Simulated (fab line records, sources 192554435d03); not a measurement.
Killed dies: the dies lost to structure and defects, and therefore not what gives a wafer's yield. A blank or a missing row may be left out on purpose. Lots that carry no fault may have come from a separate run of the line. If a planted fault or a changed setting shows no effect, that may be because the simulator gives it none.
Code-filled problem report in 8D (eight disciplines) form :: flow n5Finfet :: the parts of the form that need people (team, actions taken, sign-off) are left out
Where a reading is given only as a bound, like >300, the bound stands for it, and a mean or a difference that rests on one is marked > or <: the true number lies beyond.

1. THE PROBLEM
rawDefectCount at N5_HKMG_FIN_INSPECT_14 reads a mean of >300 on 6 wafers of 2 lots; wafers without a fault read 1.9 with a standard deviation of 1.4. That is +99 or more standard deviations from the usual mean.
The step: inspects for defects (macro).
First seen on wafer L468.2, day 6 14:38, on defectInspect-01. The record holds 27 wafers of 9 lots with a number at this step. Rule for "out" (also "out of limits"): further than 4 standard deviations from the usual mean. All remaining wafers that have a number are taken as sound.

2. WHAT IT IS, AND WHAT IT ISN'T
question: which readings at this step
is: rawDefectCount
is not: -

question: which lots
is: L468, L471
is not: L464, L465, L466, L467, L475, L478, L481

question: which wafers of those lots
is: all that have a number
is not: -

question: read on which gauges
is: defectInspect-01, defectInspect-02
is not: -

question: when
is: from day 6 14:38
is not: up to then (12 sound wafers); but 9 sound wafers of L475, L478, L481 came after

3. THE SUSPECTS, EACH WITH WHAT RULES IT OUT
Counting: a tool at a process step up to the reading stays a suspect if it ran every lot that is out and no sound lot after the first of them.
- the gauge at N5_HKMG_FIN_INSPECT_14: ruled out. 2 gauges (defectInspect-01, defectInspect-02) read the wafers that are out.
- aldMetal-03 at N5_HKMG_FIN_ALD_36 (deposits TiN, target thk 1 nm, pulse time 1 s, purge time 3 s): kept. Every lot that is out went through it, starting with L468 (day 6 13:25), and after that it ran no sound lot; the last sound lot it ran before then is L466 (day 6 05:54).
After counting, what remains is aldMetal-03 at N5_HKMG_FIN_ALD_36.

4. THE CAUSE (what the simulator had put in)
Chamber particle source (aldMetal-03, N5_HKMG_FIN_ALD_36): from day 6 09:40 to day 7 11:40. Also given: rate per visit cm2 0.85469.
This tool alone remained once counting was done.

5. THE CHAIN OF EFFECTS, in route order
One row per reading whose mean, taken over the struck wafers that have a number, lies over 3 standard deviations from the usual. Readings are gone through only where the record gives a usual standard deviation; hours: the median, over the lots, of the time from a lot's start at the first step in this table giving one to that lot's start at this step; sigmas: the change measured in usual standard deviations.
hours: 0
step: N5_HKMG_FIN_INSPECT_14
reading: rawDefectCount
usual: 1.9
on struck wafers: >300
change: >+298
sigmas: +99 or more

hours: 197
step: N5_PASSIVATION_PROBE_49
reading: defectLimitedYield
usual: 91.1 %
on struck wafers: 84.0
change: -7.1
sigmas: -4.8

hours: 197
step: N5_PASSIVATION_PROBE_49
reading: killedAtFrontEnd
usual: 39
on struck wafers: 125
change: +86
sigmas: +7.8

hours: 197
step: N5_PASSIVATION_PROBE_49
reading: killedDies
usual: 105
on struck wafers: 189
change: +84
sigmas: +4.7

hours: 197
step: N5_PASSIVATION_PROBE_49
reading: sort_bin_5_function
usual: 5.1 %
on struck wafers: 10.2
change: +5.1
sigmas: +5.5

hours: 197
step: N5_PASSIVATION_PROBE_49
reading: sortNPass
usual: 1075
on struck wafers: 990
change: -84
sigmas: -4.7

hours: 197
step: N5_PASSIVATION_PROBE_49
reading: sortYieldPct
usual: 91.1 %
on struck wafers: 84.0
change: -7.1
sigmas: -4.8
Its process steps:
- N5_PASSIVATION_PROBE_49
At these later measuring or inspecting steps, every struck wafer for which the step has a row has a number for every such reading, and none has moved that far: N5_BEOL_M4_RC_MEAS_101.

6. WHAT WOULD HAVE CAUGHT IT SOONER
The first out-of-limits reading at a measuring or inspecting step in this record came at day 6 14:38, 5 hours after the fault's start at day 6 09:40.
Tool readings at N5_HKMG_FIN_ALD_36 with a usual standard deviation given in the record: none out on any struck wafer, hence no alarm at a limit of 4 standard deviations on them.
L471, from the lots that are out (2), started N5_HKMG_FIN_ALD_36 on aldMetal-03 later than day 6 14:38. Holding the tool at that time would have saved it.
